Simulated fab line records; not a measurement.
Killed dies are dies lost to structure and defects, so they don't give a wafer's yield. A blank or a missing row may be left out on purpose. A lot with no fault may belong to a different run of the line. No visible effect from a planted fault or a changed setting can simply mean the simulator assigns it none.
fab line records	flow n5Finfet
record: lots: 24	wafers: 72	lastDay: 18
route steps=1938 shown BEOL_M15@1805 MIM_BOT@1833 MIM_TOP@1837
lots with no fault: from the same line, run without faults
startH: start of the lot's first displayed wafer, in hours after the record's first day	waitH: hours elapsed since this lot's preceding step	" as in the row above	L1.1+2: a row that stands for several wafers	- either no value or no given start	* or withheld: withheld	< > ~ a bound
route shown NAME@n: names a module that has steps shown in the file, with the first one's number in the route	usual: mean/standard deviation taken from wafers without a fault	same: alike in all rows	chamber/n: place in a boat	sites: the reading at each site	_std_site: their standard deviation	_edge_site: outer sites' mean less inner sites'	radiusMm: how far each site lies from the wafer's centre	mask NAME#n: copy n	behind: tool/chamber where the wafer was last shaped	hold: why the lot went on hold/how many hours it stayed there/how the hold came to an end	device: the n, p or np transistor that did not switch	end of line: the tests these same wafers got at the end of their route	a step without rows: its recipe alone	killed: dies lost to structure and defects at the first sort, not the wafer's yield	map: the dies of a wafer, with x for killed, . for not killed, _ for no die there
set.NAME: setting as actually run; set.NAME@STEP: the setting as run at that earlier step	model.NAME: the simulator's own value behind a step, which no gauge read
route steps across a sampled set of lots; one table per step, one row per wafer
services: a tool's chamber out of use, with start hour (startH, from the record's first day; less than 0 if before it), hours out, and reason
== steps ==
step: N5_BEOL_M15_OVL_MEAS_29
recipe: pointsPerWafer: 44
usual: M15_OVL: -3/6.1
lot.wafer	tool	chamber	startH	waitH	M15_OVL[nm]
L074.2	overlay-02	0	266.14	0.0	0
L074.5	"	0	"	"	-1
L074.6	"	0	"	"	-3
L076.3	overlay-01	0	286.44	0.0	-4
L076.5	"	0	"	"	-1
L076.6	"	0	"	"	0
L075.1	overlay-01	0	289.07	0.0	3
L075.2	"	0	"	"	2
L075.6	"	0	"	"	-5
L077.1	overlay-01	0	290.79	0.0	-14
L077.3	"	0	"	"	-14
L077.6	"	0	"	"	-10
L080.3	overlay-01	0	292.72	0.0	-1
L080.4	"	0	"	"	7
L080.5	"	0	"	"	-1
L078.1	overlay-01	0	293.31	0.0	-7
L078.2	"	0	"	"	1
L078.6	"	0	"	"	-3
L079.1	overlay-02	0	293.98	0.0	-9
L079.4	"	0	"	"	-7
L079.5	"	0	"	"	-10
L081.1	overlay-01	0	322.21	0.0	5
L081.2	"	0	"	"	8
L081.5	"	0	"	"	8
L084.1	overlay-02	0	323.71	0.0	-6
L084.3	"	0	"	"	-6
L084.5	"	0	"	"	-6
L082.2	overlay-02	0	326.51	0.0	-3
L082.5	"	0	"	"	-5
L082.6	"	0	"	"	-12
L083.2	overlay-02	0	328.60	0.0	7
L083.4	"	0	"	"	-4
L083.6	"	0	"	"	3
L086.3	overlay-01	0	352.29	0.0	3
L086.5	"	0	"	"	-4
L086.6	"	0	"	"	2
L087.2	overlay-01	0	352.51	0.0	7
L087.4	"	0	"	"	5
L087.5	"	0	"	"	9
L088.2	overlay-02	0	352.77	0.0	-11
L088.3	"	0	"	"	-16
L088.6	"	0	"	"	-10
L090.1	overlay-01	0	365.04	0.0	-6
L090.2	"	0	"	"	-10
L090.3	"	0	"	"	-8
L085.3	overlay-02	0	365.17	0.0	-3
L085.4	"	0	"	"	3
L085.5	"	0	"	"	-6
L089.1	overlay-02	0	365.79	0.0	9
L089.3	"	0	"	"	2
L089.4	"	0	"	"	3
L092.2	overlay-02	0	368.27	0.0	-8
L092.4	"	0	"	"	-12
L092.5	"	0	"	"	-15
L091.2	overlay-01	0	383.81	0.0	-11
L091.4	"	0	"	"	-17
L091.6	"	0	"	"	-14
L094.3	overlay-01	0	390.22	0.0	-4
L094.4	"	0	"	"	2
L094.6	"	0	"	"	3
L095.4	overlay-02	0	393.30	0.0	-8
L095.5	"	0	"	"	-5
L095.6	"	0	"	"	-12
L093.2	overlay-01	0	394.00	0.0	-14
L093.3	"	0	"	"	-6
L093.4	"	0	"	"	-5
L096.2	overlay-02	0	402.21	0.0	-6
L096.3	"	0	"	"	-8
L096.5	"	0	"	"	-6
L097.1	overlay-02	0	419.74	0.0	-3
L097.4	"	0	"	"	3
L097.5	"	0	"	"	0
step: N5_BEOL_M15_THK_MEAS_50
recipe: thkMeasGauge: xrf	reads: Cu_of_BEOL_M15_ECD_47
usual: M15_THK: 860/18
lot.wafer	tool	chamber	startH	waitH	M15_THK[nm]
L074.2	filmMetro-01	-	280.40	-	895
L074.5	"	-	"	"	890
L074.6	"	-	"	"	885
L076.3	filmMetro-02	-	290.48	-	864
L076.5	"	-	"	"	820
L076.6	"	-	"	"	865
L075.1	filmMetro-02	-	294.32	-	845
L075.2	"	-	"	"	820
L075.6	"	-	"	"	851
L078.1	filmMetro-02	-	300.32	-	871
L078.2	"	-	"	"	856
L078.6	"	-	"	"	869
L079.1	filmMetro-01	-	300.77	-	859
L079.4	"	-	"	"	881
L079.5	"	-	"	"	882
L080.3	filmMetro-02	-	301.76	-	839
L080.4	"	-	"	"	873
L080.5	"	-	"	"	862
L077.1	filmMetro-02	-	303.11	-	841
L077.3	"	-	"	"	857
L077.6	"	-	"	"	829
L081.1	filmMetro-02	-	329.11	-	821
L081.2	"	-	"	"	850
L081.5	"	-	"	"	825
L084.1	filmMetro-01	-	329.82	-	878
L084.3	"	-	"	"	863
L084.5	"	-	"	"	862
L082.2	filmMetro-01	-	332.01	-	865
L082.5	"	-	"	"	845
L082.6	"	-	"	"	854
L083.2	filmMetro-02	-	333.63	-	852
L083.4	"	-	"	"	854
L083.6	"	-	"	"	855
L086.3	filmMetro-02	-	358.41	-	870
L086.5	"	-	"	"	874
L086.6	"	-	"	"	853
L087.2	filmMetro-01	-	359.10	-	884
L087.4	"	-	"	"	893
L087.5	"	-	"	"	877
L088.2	filmMetro-01	-	365.46	-	874
L088.3	"	-	"	"	876
L088.6	"	-	"	"	882
L090.1	filmMetro-02	-	370.79	-	868
L090.2	"	-	"	"	898
L090.3	"	-	"	"	858
L085.3	filmMetro-02	-	375.17	-	874
L085.4	"	-	"	"	879
L085.5	"	-	"	"	886
L089.1	filmMetro-02	-	378.26	-	841
L089.3	"	-	"	"	884
L089.4	"	-	"	"	857
L092.2	filmMetro-02	-	380.96	-	858
L092.4	"	-	"	"	854
L092.5	"	-	"	"	840
L091.2	filmMetro-01	-	387.17	-	881
L091.4	"	-	"	"	862
L091.6	"	-	"	"	887
L094.3	filmMetro-02	-	394.04	-	839
L094.4	"	-	"	"	858
L094.6	"	-	"	"	856
L095.4	filmMetro-01	-	395.94	-	897
L095.5	"	-	"	"	901
L095.6	"	-	"	"	865
L093.2	filmMetro-01	-	399.92	-	853
L093.3	"	-	"	"	866
L093.4	"	-	"	"	867
L096.2	filmMetro-02	-	406.01	-	859
L096.3	"	-	"	"	876
L096.5	"	-	"	"	868
L097.1	filmMetro-01	-	423.18	-	845
L097.4	"	-	"	"	852
L097.5	"	-	"	"	841
step: N5_BEOL_M15_DEP_53
recipe: material: SiCN	targetThkA: 500	tempC: withheld	precursor: 3MS/NH3	pressureTorr: 3	rfW: 675	timeS: 17.8
usual: showerheadPlenumPTorr: 4.158/0.017	throttleValvePct: 18.1/1.1
lot.wafer	tool	chamber	startH	waitH	showerheadPlenumPTorr	throttleValvePct
L074.2	pecvd-01	0	280.46	0.0	4.172	18.1
L074.5	"	2	"	"	4.135	17.5
L074.6	"	0	"	"	4.166	18.1
L076.3	pecvd-01	0	290.54	0.0	4.166	18.2
L076.5	"	1	"	"	4.160	20.3
L076.6	"	0	"	"	4.147	17.8
L075.1	pecvd-03	0	294.38	0.0	4.183	17.6
L075.2	"	2	"	"	4.172	17.1
L075.6	"	2	"	"	4.163	16.8
L078.1	pecvd-01	2	300.38	0.0	4.132	17.6
L078.2	"	1	"	"	4.151	20.3
L078.6	"	0	"	"	4.165	18.2
L079.1	pecvd-04	2	300.83	0.0	4.136	16.7
L079.4	"	0	"	"	4.184	17.9
L079.5	"	2	"	"	4.134	16.9
L080.3	pecvd-01	1	301.82	0.0	4.163	20.1
L080.4	"	1	"	"	4.162	20.2
L080.5	"	0	"	"	4.158	18.3
L077.1	pecvd-03	0	303.17	0.0	4.186	17.7
L077.3	"	1	"	"	4.163	19.2
L077.6	"	1	"	"	4.169	19.0
L081.1	pecvd-03	1	329.17	0.0	4.164	19.0
L081.2	"	0	"	"	4.183	17.9
L081.5	"	0	"	"	4.172	17.7
L084.1	pecvd-01	2	329.89	0.0	4.143	17.6
L084.3	"	0	"	"	4.158	18.0
L084.5	"	2	"	"	4.127	17.6
L082.2	pecvd-04	2	332.07	0.0	4.137	16.8
L082.5	"	1	"	"	4.133	17.5
L082.6	"	0	"	"	4.182	18.0
L083.2	pecvd-04	1	333.70	0.0	4.132	17.2
L083.4	"	2	"	"	4.145	16.6
L083.6	"	1	"	"	4.126	17.1
L086.3	pecvd-04	2	358.47	0.0	4.147	17.0
L086.5	"	2	"	"	4.141	16.7
L086.6	"	0	"	"	4.189	17.8
L087.2	pecvd-03	2	359.16	0.0	4.155	16.8
L087.4	"	0	"	"	4.183	17.7
L087.5	"	1	"	"	4.167	19.2
L088.2	pecvd-01	0	365.53	0.0	4.161	18.0
L088.3	"	2	"	"	4.136	17.8
L088.6	"	1	"	"	4.157	20.3
L090.1	pecvd-01	2	370.85	0.0	4.144	17.5
L090.2	"	1	"	"	4.156	20.1
L090.3	"	0	"	"	4.164	18.0
L085.3	pecvd-03	0	375.23	0.0	4.183	17.8
L085.4	"	1	"	"	4.169	19.0
L085.5	"	0	"	"	4.186	17.8
L089.1	pecvd-01	1	378.32	0.0	4.161	20.5
L089.3	"	0	"	"	4.163	18.2
L089.4	"	1	"	"	4.149	20.4
L092.2	pecvd-01	0	381.02	0.0	4.149	18.1
L092.4	"	2	"	"	4.143	17.5
L092.5	"	1	"	"	4.155	20.4
L091.2	pecvd-04	0	387.23	0.0	4.186	17.8
L091.4	"	0	"	"	4.182	17.9
L091.6	"	1	"	"	4.135	17.2
L094.3	pecvd-01	2	394.10	0.0	4.137	17.7
L094.4	"	2	"	"	4.131	17.5
L094.6	"	1	"	"	4.163	20.2
L095.4	pecvd-03	1	396.01	0.0	4.169	18.9
L095.5	"	2	"	"	4.167	17.1
L095.6	"	0	"	"	4.174	18.0
L093.2	pecvd-01	2	399.98	0.0	4.141	17.7
L093.3	"	0	"	"	4.169	18.1
L093.4	"	2	"	"	4.132	17.7
L096.2	pecvd-04	2	406.07	0.0	4.134	17.0
L096.3	"	1	"	"	4.134	17.4
L096.5	"	0	"	"	4.173	18.1
L097.1	pecvd-03	0	423.25	0.0	4.190	18.2
L097.4	"	1	"	"	4.163	19.1
L097.5	"	2	"	"	4.165	17.0
step: N5_BEOL_M15_INSPECT_55
recipe: inspectInstrument: darkfield	mode: postDep
usual: rawDefectCount: 69/20
lot.wafer	tool	chamber	startH	waitH	rawDefectCount
L074.2	defectInspect-01	-	280.56	0.0	57
L074.5	"	-	"	"	77
L074.6	"	-	"	"	56
L076.3	defectInspect-01	-	290.64	0.0	66
L076.5	"	-	"	"	56
L076.6	"	-	"	"	41
L075.1	defectInspect-02	-	294.48	0.0	62
L075.2	"	-	"	"	96
L075.6	"	-	"	"	72
L078.1	defectInspect-02	-	300.48	0.0	61
L078.2	"	-	"	"	58
L078.6	"	-	"	"	92
L079.1	defectInspect-02	-	300.94	0.0	47
L079.4	"	-	"	"	49
L079.5	"	-	"	"	65
L080.3	defectInspect-02	-	301.92	0.0	70
L080.4	"	-	"	"	51
L080.5	"	-	"	"	100
L077.1	defectInspect-01	-	303.27	0.0	44
L077.3	"	-	"	"	82
L077.6	"	-	"	"	42
L081.1	defectInspect-01	-	329.27	0.0	99
L081.2	"	-	"	"	44
L081.5	"	-	"	"	86
L084.1	defectInspect-01	-	329.98	0.0	59
L084.3	"	-	"	"	75
L084.5	"	-	"	"	41
L082.2	defectInspect-02	-	332.17	0.0	81
L082.5	"	-	"	"	80
L082.6	"	-	"	"	50
L083.2	defectInspect-01	-	333.79	0.0	102
L083.4	"	-	"	"	102
L083.6	"	-	"	"	47
L086.3	defectInspect-02	-	358.57	0.0	62
L086.5	"	-	"	"	63
L086.6	"	-	"	"	82
L087.2	defectInspect-02	-	359.26	0.0	54
L087.4	"	-	"	"	62
L087.5	"	-	"	"	36
L088.2	defectInspect-01	-	365.62	0.0	64
L088.3	"	-	"	"	58
L088.6	"	-	"	"	52
L090.1	defectInspect-02	-	370.94	0.0	94
L090.2	"	-	"	"	107
L090.3	"	-	"	"	65
L085.3	defectInspect-02	-	375.32	0.0	25
L085.4	"	-	"	"	66
L085.5	"	-	"	"	51
L089.1	defectInspect-02	-	378.41	0.0	47
L089.3	"	-	"	"	54
L089.4	"	-	"	"	54
L092.2	defectInspect-02	-	381.12	0.0	87
L092.4	"	-	"	"	103
L092.5	"	-	"	"	148
L091.2	defectInspect-02	-	387.33	0.0	80
L091.4	"	-	"	"	58
L091.6	"	-	"	"	63
L094.3	defectInspect-02	-	394.19	0.0	61
L094.4	"	-	"	"	64
L094.6	"	-	"	"	55
L095.4	defectInspect-02	-	396.09	0.0	65
L095.5	"	-	"	"	99
L095.6	"	-	"	"	102
L093.2	defectInspect-01	-	400.07	0.0	100
L093.3	"	-	"	"	56
L093.4	"	-	"	"	65
L096.2	defectInspect-01	-	406.16	0.0	64
L096.3	"	-	"	"	70
L096.5	"	-	"	"	100
L097.1	defectInspect-01	-	423.34	0.0	52
L097.4	"	-	"	"	58
L097.5	"	-	"	"	42
step: N5_MIM_BOT_SPUTTER_00
recipe: material: TiN	targetThkA: 350	tempC: 200	powerW: 3000	chamberPressurePa: 0.49996	gas: Ar	reactivePartialPa: 0.37997	timeS: 89.7
usual: throttleValvePct: 29.8/0.85
lot.wafer	tool	chamber	startH	waitH	throttleValvePct
L074.2	pvdSputter-03	-	283.11	0.0	30.4
L074.5	"	-	"	"	30.8
L074.6	"	-	"	"	30.2
L076.3	pvdSputter-02	-	291.75	0.0	30.0
L076.5	"	-	"	"	29.0
L076.6	"	-	"	"	29.6
L075.1	pvdSputter-01	-	296.23	0.0	29.5
L075.2	"	-	"	"	30.2
L075.6	"	-	"	"	29.5
L078.1	pvdSputter-02	-	303.43	0.0	29.6
L078.2	"	-	"	"	29.2
L078.6	"	-	"	"	30.9
L079.1	pvdSputter-02	-	303.55	0.0	29.4
L079.4	"	-	"	"	30.3
L079.5	"	-	"	"	29.8
L080.3	pvdSputter-02	-	303.95	0.0	29.4
L080.4	"	-	"	"	28.9
L080.5	"	-	"	"	29.3
L077.1	pvdSputter-02	-	309.29	0.0	30.8
L077.3	"	-	"	"	29.3
L077.6	"	-	"	"	30.8
L081.1	pvdSputter-03	-	330.44	0.0	30.8
L081.2	"	-	"	"	30.1
L081.5	"	-	"	"	30.4
L084.1	pvdSputter-01	-	331.16	0.0	29.6
L084.3	"	-	"	"	29.5
L084.5	"	-	"	"	30.4
L082.2	pvdSputter-01	-	333.77	0.0	29.4
L082.5	"	-	"	"	27.9
L082.6	"	-	"	"	29.6
L083.2	pvdSputter-03	-	336.70	0.0	30.1
L083.4	"	-	"	"	30.6
L083.6	"	-	"	"	30.5
L086.3	pvdSputter-01	-	359.75	0.0	29.4
L086.5	"	-	"	"	29.5
L086.6	"	-	"	"	30.3
L087.2	pvdSputter-01	-	360.87	0.0	28.2
L087.4	"	-	"	"	29.5
L087.5	"	-	"	"	30.1
L088.2	pvdSputter-02	-	367.30	0.0	28.9
L088.3	"	-	"	"	30.6
L088.6	"	-	"	"	29.7
L090.1	pvdSputter-02	-	372.59	0.0	29.6
L090.2	"	-	"	"	30.9
L090.3	"	-	"	"	29.0
L085.3	pvdSputter-03	-	377.06	0.0	30.7
L085.4	"	-	"	"	30.6
L085.5	"	-	"	"	30.7
L089.1	pvdSputter-01	-	380.48	0.0	28.1
L089.3	"	-	"	"	29.4
L089.4	"	-	"	"	30.2
L092.2	pvdSputter-01	-	383.57	0.0	28.0
L092.4	"	-	"	"	30.3
L092.5	"	-	"	"	29.2
L091.2	pvdSputter-01	-	389.19	0.0	29.6
L091.4	"	-	"	"	29.6
L091.6	"	-	"	"	28.3
L094.3	pvdSputter-01	-	397.11	0.0	29.4
L094.4	"	-	"	"	30.4
L094.6	"	-	"	"	28.2
L095.4	pvdSputter-01	-	398.25	0.0	28.2
L095.5	"	-	"	"	28.2
L095.6	"	-	"	"	29.4
L093.2	pvdSputter-03	-	402.35	0.0	30.1
L093.3	"	-	"	"	31.0
L093.4	"	-	"	"	30.8
L096.2	pvdSputter-03	-	409.01	0.0	30.7
L096.3	"	-	"	"	30.3
L096.5	"	-	"	"	31.0
L097.1	pvdSputter-01	-	425.84	0.0	29.3
L097.4	"	-	"	"	29.8
L097.5	"	-	"	"	28.1
step: N5_MIM_TOP_DEGAS_04
recipe: ambient: vacuum	tempC: 300	timeS: 60
usual: heaterPowerW: 463/33
lot.wafer	tool	chamber	startH	waitH	heaterPowerW
L074.2	pvdSputter-01	-	285.29	-	440
L074.5	"	-	"	"	446
L074.6	"	-	"	"	467
L076.3	pvdSputter-01	-	294.97	-	482
L076.5	"	-	"	"	469
L076.6	"	-	"	"	442
L075.1	pvdSputter-01	-	297.29	-	449
L075.2	"	-	"	"	439
L075.6	"	-	"	"	442
L078.1	pvdSputter-02	-	304.71	-	521
L078.2	"	-	"	"	464
L078.6	"	-	"	"	461
L079.1	pvdSputter-03	-	304.86	-	459
L079.4	"	-	"	"	523
L079.5	"	-	"	"	419
L080.3	pvdSputter-02	-	309.37	-	488
L080.4	"	-	"	"	463
L080.5	"	-	"	"	520
L077.1	pvdSputter-03	-	310.27	-	442
L077.3	"	-	"	"	420
L077.6	"	-	"	"	424
L081.1	pvdSputter-03	-	330.99	-	445
L081.2	"	-	"	"	529
L081.5	"	-	"	"	529
L084.1	pvdSputter-01	-	333.47	-	461
L084.3	"	-	"	"	487
L084.5	"	-	"	"	487
L082.2	pvdSputter-02	-	334.34	-	462
L082.5	"	-	"	"	472
L082.6	"	-	"	"	479
L083.2	pvdSputter-02	-	337.48	-	533
L083.4	"	-	"	"	463
L083.6	"	-	"	"	474
L086.3	pvdSputter-03	-	360.81	-	536
L086.5	"	-	"	"	416
L086.6	"	-	"	"	519
L087.2	pvdSputter-01	-	361.53	-	458
L087.4	"	-	"	"	486
L087.5	"	-	"	"	447
L088.2	pvdSputter-03	-	368.23	-	538
L088.3	"	-	"	"	445
L088.6	"	-	"	"	436
L090.1	pvdSputter-02	-	373.79	-	464
L090.2	"	-	"	"	526
L090.3	"	-	"	"	448
L085.3	pvdSputter-02	-	378.43	-	473
L085.4	"	-	"	"	442
L085.5	"	-	"	"	522
L089.1	pvdSputter-01	-	381.04	-	476
L089.3	"	-	"	"	455
L089.4	"	-	"	"	422
L092.2	pvdSputter-03	-	384.80	-	428
L092.4	"	-	"	"	451
L092.5	"	-	"	"	423
L091.2	pvdSputter-03	-	390.24	-	420
L091.4	"	-	"	"	429
L091.6	"	-	"	"	425
L094.3	pvdSputter-01	-	398.33	-	453
L094.4	"	-	"	"	441
L094.6	"	-	"	"	476
L095.4	pvdSputter-02	-	399.19	-	519
L095.5	"	-	"	"	461
L095.6	"	-	"	"	539
L093.2	pvdSputter-03	-	403.91	-	437
L093.3	"	-	"	"	424
L093.4	"	-	"	"	535
L096.2	pvdSputter-01	-	409.96	-	466
L096.3	"	-	"	"	428
L096.5	"	-	"	"	481
L097.1	pvdSputter-03	-	426.40	-	434
L097.4	"	-	"	"	453
L097.5	"	-	"	"	420
== services ==
tool	chamber	startH	hours	kind
pecvd-04	2	294.41	2.1	scheduledDown
pecvd-03	1	341.51	5.2	repair
pecvd-04	-	343.24	1.7	repair
pvdSputter-02	-	357.48	4.6	repair
pecvd-01	-	408.67	2.8	pm
pecvd-04	2	412.96	20.0	repair
== key ==
fault none
